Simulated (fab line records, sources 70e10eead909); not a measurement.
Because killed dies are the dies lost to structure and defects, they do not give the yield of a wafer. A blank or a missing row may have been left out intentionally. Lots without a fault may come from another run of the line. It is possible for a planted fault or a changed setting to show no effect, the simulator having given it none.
fab line records :: flow nandHarc
[record]
  lots = 14
  wafers = 42
  lastDay = 25
route steps=1159 shown A_BLC@986 A_BONDPAD@1085 END@1159
lots with no fault: from the same line, run without faults
startH: start of the lot's first displayed wafer, in hours after the record's first day :: waitH: hours elapsed since this lot's preceding step :: " as in the row above :: L1.1+2: several wafers, shown together as one row :: - no value present, or no start provided :: * or withheld: withheld :: < > ~ a bound
route shown NAME@n: NAME is a module with steps in the file, n the number in the route of the first one :: usual: the fault-free wafers' mean and standard deviation :: same: alike in all rows :: chamber/n: place in a boat :: sites: per-site readings :: _std_site: the standard deviation of these :: _edge_site: the outer-site mean with the inner-site mean subtracted :: radiusMm: for every site, how far away it sits from the centre of the wafer :: mask NAME#n: copy n :: behind: tool/chamber where the wafer was last shaped :: hold: reason for holding the lot/hours on hold/outcome of the hold :: device: the transistor (n, p or np) that didn't switch :: end of line: the same wafers' tests at the end of the route :: a step without rows: its recipe alone :: killed: the dies lost at the first sort to structure and to defects; this is not the yield of the wafer :: map: dies across one wafer; x = killed, . = not, _ = none there
set.NAME: setting as actually run; set.NAME@STEP: the setting as run at that earlier step :: model.NAME: the simulator's own value behind a step, which no gauge read
one table for each step of the route and one row for each wafer, over a sample of lots
services: a tool's chamber out of use, with start hour (startH, from the record's first day; less than 0 if before it), hours out, and reason
[[steps]]
[step NHARC_A_BLC_PRE_CLEAN_31]
[recipe]
  timeS = 15
  biasV = 250
  gas = Ar
[same]
  timeS = 15
lot.wafer: L907.3+2+4
tool: pvdSputter-02
chamber: -
startH: 400.07
waitH: -

lot.wafer: L906.1+3+2
tool: pvdSputter-02
chamber: -
startH: 400.97
waitH: -

lot.wafer: L910.2+6+5
tool: pvdSputter-03
chamber: -
startH: 401.72
waitH: -

lot.wafer: L909.3+4+1
tool: pvdSputter-03
chamber: -
startH: 402.51
waitH: -

lot.wafer: L911.4+1+6
tool: pvdSputter-03
chamber: -
startH: 421.35
waitH: -

lot.wafer: L908.2+5+6
tool: pvdSputter-02
chamber: -
startH: 421.54
waitH: -

lot.wafer: L916.4+6+5
tool: pvdSputter-02
chamber: -
startH: 437.00
waitH: -

lot.wafer: L913.1+2+5
tool: pvdSputter-03
chamber: -
startH: 440.58
waitH: -

lot.wafer: L912.1+5+6
tool: pvdSputter-01
chamber: -
startH: 441.29
waitH: -

lot.wafer: L915.2+1+5
tool: pvdSputter-03
chamber: -
startH: 445.01
waitH: -

lot.wafer: L914.2+1+5
tool: pvdSputter-03
chamber: -
startH: 451.13
waitH: -

lot.wafer: L918.2+1+6
tool: pvdSputter-03
chamber: -
startH: 476.66
waitH: -

lot.wafer: L925.3+1+6
tool: pvdSputter-02
chamber: -
startH: 527.95
waitH: -

lot.wafer: L929.3+4+6
tool: pvdSputter-03
chamber: -
startH: 537.52
waitH: -
[step NHARC_A_BONDPAD_PVD_27]
[recipe]
  targetThkA = 300
  chamberPressurePa = 5
  powerW = 5000
  substrateTempC = 30
  timeS = 20.49
  material = Cu
[usual]
  throttleValvePct = 30.0/1.1
[same]
  timeS = 20.49
lot.wafer: L907.3
tool: pvdSputter-01
chamber: -
startH: -
waitH: -
throttleValvePct: 29.8

lot.wafer: L907.4
tool: pvdSputter-01
chamber: -
startH: -
waitH: -
throttleValvePct: 32.6

lot.wafer: L907.2
tool: pvdSputter-01
chamber: -
startH: -
waitH: -
throttleValvePct: 28.8

lot.wafer: L910.2
tool: pvdSputter-02
chamber: -
startH: -
waitH: -
throttleValvePct: 28.8

lot.wafer: L910.6
tool: pvdSputter-02
chamber: -
startH: -
waitH: -
throttleValvePct: 29.0

lot.wafer: L910.5
tool: pvdSputter-02
chamber: -
startH: -
waitH: -
throttleValvePct: 29.7

lot.wafer: L906.3
tool: pvdSputter-03
chamber: -
startH: -
waitH: -
throttleValvePct: 29.0

lot.wafer: L906.1
tool: pvdSputter-03
chamber: -
startH: -
waitH: -
throttleValvePct: 31.3

lot.wafer: L906.2
tool: pvdSputter-03
chamber: -
startH: -
waitH: -
throttleValvePct: 30.5

lot.wafer: L909.1
tool: pvdSputter-01
chamber: -
startH: -
waitH: -
throttleValvePct: 28.6

lot.wafer: L909.4
tool: pvdSputter-01
chamber: -
startH: -
waitH: -
throttleValvePct: 30.1

lot.wafer: L909.3
tool: pvdSputter-01
chamber: -
startH: -
waitH: -
throttleValvePct: 30.1

lot.wafer: L911.1
tool: pvdSputter-03
chamber: -
startH: -
waitH: -
throttleValvePct: 29.1

lot.wafer: L911.4
tool: pvdSputter-03
chamber: -
startH: -
waitH: -
throttleValvePct: 29.2

lot.wafer: L911.6
tool: pvdSputter-03
chamber: -
startH: -
waitH: -
throttleValvePct: 28.9

lot.wafer: L908.2
tool: pvdSputter-03
chamber: -
startH: -
waitH: -
throttleValvePct: 29.1

lot.wafer: L908.6
tool: pvdSputter-03
chamber: -
startH: -
waitH: -
throttleValvePct: 30.3

lot.wafer: L908.5
tool: pvdSputter-03
chamber: -
startH: -
waitH: -
throttleValvePct: 29.0

lot.wafer: L916.4
tool: pvdSputter-02
chamber: -
startH: -
waitH: -
throttleValvePct: 28.5

lot.wafer: L916.6
tool: pvdSputter-02
chamber: -
startH: -
waitH: -
throttleValvePct: 28.7

lot.wafer: L916.5
tool: pvdSputter-02
chamber: -
startH: -
waitH: -
throttleValvePct: 30.0

lot.wafer: L913.1
tool: pvdSputter-03
chamber: -
startH: -
waitH: -
throttleValvePct: 31.4

lot.wafer: L913.2
tool: pvdSputter-03
chamber: -
startH: -
waitH: -
throttleValvePct: 29.2

lot.wafer: L913.5
tool: pvdSputter-03
chamber: -
startH: -
waitH: -
throttleValvePct: 30.5

lot.wafer: L912.1
tool: pvdSputter-03
chamber: -
startH: -
waitH: -
throttleValvePct: 31.3

lot.wafer: L912.6
tool: pvdSputter-03
chamber: -
startH: -
waitH: -
throttleValvePct: 29.1

lot.wafer: L912.5
tool: pvdSputter-03
chamber: -
startH: -
waitH: -
throttleValvePct: 28.9

lot.wafer: L915.1
tool: pvdSputter-01
chamber: -
startH: -
waitH: -
throttleValvePct: 28.7

lot.wafer: L915.2
tool: pvdSputter-01
chamber: -
startH: -
waitH: -
throttleValvePct: 30.2

lot.wafer: L915.5
tool: pvdSputter-01
chamber: -
startH: -
waitH: -
throttleValvePct: 28.8

lot.wafer: L914.2
tool: pvdSputter-01
chamber: -
startH: -
waitH: -
throttleValvePct: 30.2

lot.wafer: L914.1
tool: pvdSputter-01
chamber: -
startH: -
waitH: -
throttleValvePct: 32.3

lot.wafer: L914.5
tool: pvdSputter-01
chamber: -
startH: -
waitH: -
throttleValvePct: 28.7

lot.wafer: L918.1
tool: pvdSputter-03
chamber: -
startH: -
waitH: -
throttleValvePct: 31.4

lot.wafer: L918.2
tool: pvdSputter-03
chamber: -
startH: -
waitH: -
throttleValvePct: 29.0

lot.wafer: L918.6
tool: pvdSputter-03
chamber: -
startH: -
waitH: -
throttleValvePct: 31.4

lot.wafer: L925.3
tool: pvdSputter-03
chamber: -
startH: -
waitH: -
throttleValvePct: 28.9

lot.wafer: L925.1
tool: pvdSputter-03
chamber: -
startH: -
waitH: -
throttleValvePct: 31.7

lot.wafer: L925.6
tool: pvdSputter-03
chamber: -
startH: -
waitH: -
throttleValvePct: 28.8

lot.wafer: L929.3
tool: pvdSputter-01
chamber: -
startH: -
waitH: -
throttleValvePct: 31.3

lot.wafer: L929.4
tool: pvdSputter-01
chamber: -
startH: -
waitH: -
throttleValvePct: 29.9

lot.wafer: L929.6
tool: pvdSputter-01
chamber: -
startH: -
waitH: -
throttleValvePct: 31.7
[step NHARC_A_BONDPAD_THK_MEAS_20]
[recipe]
  thkMeasGauge = xrf
[usual]
  thkNm = 169.4/1.7
lot.wafer: L907.2
tool: filmMetro-01
chamber: -
startH: 416.90
waitH: -
thkNm: 166.9

lot.wafer: L907.3
tool: filmMetro-01
chamber: -
startH: 416.90
waitH: -
thkNm: 167.0

lot.wafer: L907.4
tool: filmMetro-01
chamber: -
startH: 416.90
waitH: -
thkNm: 169.0

lot.wafer: L910.2
tool: filmMetro-02
chamber: -
startH: 417.11
waitH: -
thkNm: 171.0

lot.wafer: L910.5
tool: filmMetro-02
chamber: -
startH: 417.11
waitH: -
thkNm: 172.0

lot.wafer: L910.6
tool: filmMetro-02
chamber: -
startH: 417.11
waitH: -
thkNm: 169.9

lot.wafer: L906.1
tool: filmMetro-02
chamber: -
startH: 417.49
waitH: -
thkNm: 170.3

lot.wafer: L906.2
tool: filmMetro-02
chamber: -
startH: 417.49
waitH: -
thkNm: 168.6

lot.wafer: L906.3
tool: filmMetro-02
chamber: -
startH: 417.49
waitH: -
thkNm: 169.4

lot.wafer: L909.1
tool: filmMetro-02
chamber: -
startH: 418.23
waitH: -
thkNm: 167.6

lot.wafer: L909.3
tool: filmMetro-02
chamber: -
startH: 418.23
waitH: -
thkNm: 168.4

lot.wafer: L909.4
tool: filmMetro-02
chamber: -
startH: 418.23
waitH: -
thkNm: 168.6

lot.wafer: L911.1
tool: filmMetro-02
chamber: -
startH: 434.87
waitH: -
thkNm: 166.7

lot.wafer: L911.4
tool: filmMetro-02
chamber: -
startH: 434.87
waitH: -
thkNm: 168.0

lot.wafer: L911.6
tool: filmMetro-02
chamber: -
startH: 434.87
waitH: -
thkNm: 171.9

lot.wafer: L908.2
tool: filmMetro-02
chamber: -
startH: 438.02
waitH: -
thkNm: 172.5

lot.wafer: L908.5
tool: filmMetro-02
chamber: -
startH: 438.02
waitH: -
thkNm: 170.7

lot.wafer: L908.6
tool: filmMetro-02
chamber: -
startH: 438.02
waitH: -
thkNm: 169.1

lot.wafer: L916.4
tool: filmMetro-01
chamber: -
startH: 452.15
waitH: -
thkNm: 171.0

lot.wafer: L916.5
tool: filmMetro-01
chamber: -
startH: 452.15
waitH: -
thkNm: 169.7

lot.wafer: L916.6
tool: filmMetro-01
chamber: -
startH: 452.15
waitH: -
thkNm: 174.3

lot.wafer: L913.1
tool: filmMetro-02
chamber: -
startH: 454.52
waitH: -
thkNm: 169.1

lot.wafer: L913.2
tool: filmMetro-02
chamber: -
startH: 454.52
waitH: -
thkNm: 166.8

lot.wafer: L913.5
tool: filmMetro-02
chamber: -
startH: 454.52
waitH: -
thkNm: 167.3

lot.wafer: L912.1
tool: filmMetro-01
chamber: -
startH: 455.60
waitH: -
thkNm: 172.0

lot.wafer: L912.5
tool: filmMetro-01
chamber: -
startH: 455.60
waitH: -
thkNm: 169.2

lot.wafer: L912.6
tool: filmMetro-01
chamber: -
startH: 455.60
waitH: -
thkNm: 171.0

lot.wafer: L915.1
tool: filmMetro-01
chamber: -
startH: 460.63
waitH: -
thkNm: 168.6

lot.wafer: L915.2
tool: filmMetro-01
chamber: -
startH: 460.63
waitH: -
thkNm: 169.3

lot.wafer: L915.5
tool: filmMetro-01
chamber: -
startH: 460.63
waitH: -
thkNm: 170.0

lot.wafer: L914.1
tool: filmMetro-02
chamber: -
startH: 465.37
waitH: -
thkNm: 166.0

lot.wafer: L914.2
tool: filmMetro-02
chamber: -
startH: 465.37
waitH: -
thkNm: 169.5

lot.wafer: L914.5
tool: filmMetro-02
chamber: -
startH: 465.37
waitH: -
thkNm: 166.5

lot.wafer: L918.1
tool: filmMetro-02
chamber: -
startH: 497.72
waitH: -
thkNm: 169.1

lot.wafer: L918.2
tool: filmMetro-02
chamber: -
startH: 497.72
waitH: -
thkNm: 170.5

lot.wafer: L918.6
tool: filmMetro-02
chamber: -
startH: 497.72
waitH: -
thkNm: 169.5

lot.wafer: L925.1
tool: filmMetro-01
chamber: -
startH: 547.39
waitH: -
thkNm: 171.8

lot.wafer: L925.3
tool: filmMetro-01
chamber: -
startH: 547.39
waitH: -
thkNm: 171.7

lot.wafer: L925.6
tool: filmMetro-01
chamber: -
startH: 547.39
waitH: -
thkNm: 169.4

lot.wafer: L929.3
tool: filmMetro-01
chamber: -
startH: 551.84
waitH: -
thkNm: 171.2

lot.wafer: L929.4
tool: filmMetro-01
chamber: -
startH: 551.84
waitH: -
thkNm: 169.0

lot.wafer: L929.6
tool: filmMetro-01
chamber: -
startH: 551.84
waitH: -
thkNm: 170.2
[step NHARC_END_SORT_01]
[recipe]
  tempC = 25
[usual]
  killedAtArray = 26/9.1
  killedAtOther = 0.7/0.9
  killedAtPeriphery = 3.6/2.8
  killedDies = 30/9.2
  killedOpen = 3.0/1.9
  killedShort = 2.0/1.4
[same]
  grossDies = 677
lot.wafer: L914.1
tool: prober-01
chamber: 0
startH: 497.23
waitH: 2.5
killedAtArray: 98
killedAtOther: 0
killedAtPeriphery: 2
killedDies: 100
killedOpen: 3
killedShort: 0

lot.wafer: L914.2
tool: prober-01
chamber: 0
startH: 498.03
waitH: 2.8
killedAtArray: 71
killedAtOther: 3
killedAtPeriphery: 3
killedDies: 77
killedOpen: 3
killedShort: 3

lot.wafer: L914.5
tool: prober-01
chamber: 0
startH: 500.42
waitH: 3.7
killedAtArray: 112
killedAtOther: 1
killedAtPeriphery: 2
killedDies: 115
killedOpen: 2
killedShort: 1

lot.wafer: L918.1
tool: prober-01
chamber: 0
startH: 526.09
waitH: 2.5
killedAtArray: 120
killedAtOther: 0
killedAtPeriphery: 0
killedDies: 120
killedOpen: 3
killedShort: 0

lot.wafer: L918.2
tool: prober-01
chamber: 0
startH: 526.89
waitH: 2.8
killedAtArray: 95
killedAtOther: 1
killedAtPeriphery: 4
killedDies: 100
killedOpen: 1
killedShort: 2

lot.wafer: L918.6
tool: prober-01
chamber: 0
startH: 530.10
waitH: 4.0
killedAtArray: 103
killedAtOther: 0
killedAtPeriphery: 5
killedDies: 108
killedOpen: 3
killedShort: 2
// killed by level:class
L914.1 A_BLC:unspecified=77 A_CHANNEL_HOLE_D1:chamberFilmFlake=12 A_CONTACT:chamberFilmFlake=4 A_STAIRCASE:chamberFilmFlake=2 P_M0:geometricParticle:open=1 P_M1:geometricParticle:open=1 A_M0:geometricParticle:open=1 A_ZERO_WELL:chamberFilmFlake=1
L914.2 A_BLC:unspecified=43 A_CHANNEL_HOLE_D1:chamberFilmFlake=13 A_STAIRCASE:chamberFilmFlake=10 THIN_TSV:chamberFilmFlake=3 P_CONTACT:geometricParticle:short=1 P_M1:geometricParticle:open=1 A_CHANNEL_FILL_D1:geometricParticle:short=1 A_CHANNEL_FILL_D1:geometricParticle:open=1
L914.5 A_BLC:unspecified=96 A_CHANNEL_HOLE_D1:chamberFilmFlake=10 A_STAIRCASE:chamberFilmFlake=3 A_CONTACT:chamberFilmFlake=2 P_CONTACT:geometricParticle:short=1 P_M0:geometricParticle:open=1 A_CONTACT:geometricParticle:open=1 THIN_TSV:chamberFilmFlake=1
L918.1 A_BLC:unspecified=104 A_CONTACT:chamberFilmFlake=6 A_CHANNEL_HOLE_D1:chamberFilmFlake=4 A_ONON_D1:geometricParticle:open=1 A_CONTACT:geometricParticle:open=1 A_M0:geometricParticle:open=1 A_STAIRCASE:chamberFilmFlake=1 A_SLIT:chamberFilmFlake=1
L918.2 A_BLC:unspecified=82 A_CHANNEL_HOLE_D1:chamberFilmFlake=8 P_M1:chamberFilmFlake=3 THIN_TSV:chamberFilmFlake=1 A_CONTACT:geometricParticle:open=1 A_CONTACT:geometricParticle:short=1 A_BLC:geometricParticle:short=1 P_ZERO_WELL:chamberFilmFlake=1
L918.6 A_BLC:unspecified=85 A_CHANNEL_HOLE_D1:chamberFilmFlake=7 P_M1:chamberFilmFlake=4 A_WL_FILL:chamberFilmFlake=3 A_BLC:geometricParticle:open=2 A_CONTACT:chamberFilmFlake=2 A_CONTACT:geometricParticle:short=1 A_CONTACT:geometricParticle:open=1
[[services]]
tool: pvdSputter-02
chamber: -
startH: 401.47
hours: 10.0
kind: pm

tool: pvdSputter-01
chamber: -
startH: 448.68
hours: 4.1
kind: repair

tool: pvdSputter-03
chamber: -
startH: 456.15
hours: 2.1
kind: repair

tool: pvdSputter-01
chamber: -
startH: 514.05
hours: 10.0
kind: pm
[[key]]
[firstSign]
  step = NHARC_END_SORT_01
  reading = killedAtArray
  direction = up
  sigmas = 8.1
  usual = 26
  struck = 100
[effect]
  step = NHARC_END_SORT_01
  reading = killedDies
  direction = up
  sigmas = 7.9
  usual = 30
  struck = 103
[moreKillsBornAt]
  NHARC_A_BLC_PRE_CLEAN_31@pvdSputter-03 = 487
metAt NHARC_A_BLC_PRE_CLEAN_31
struckLots L914,L918
testerLeftOut L914,L918
notActingAt NHARC_A_BONDPAD_PVD_27,NHARC_A_BONDPAD_THK_MEAS_20
onsetBetween 445.01 451.13
[fault]
  kind = chamberParticleSource
  tool = pvdSputter-03
  chamber = -
  onsetH = 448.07
  steps = NHARC_A_BLC_PRE_CLEAN_31
  ratePerVisitCm2 = 1.6866
  endH = 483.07
// testerLeftOut: of these lots the tester's yield and bins aren't shown, on N5 and GAA mostly nor the transistor test; their killed dies are dies lost to structure and defects alone, not to doping, threshold or leakage, so they don't give the yield
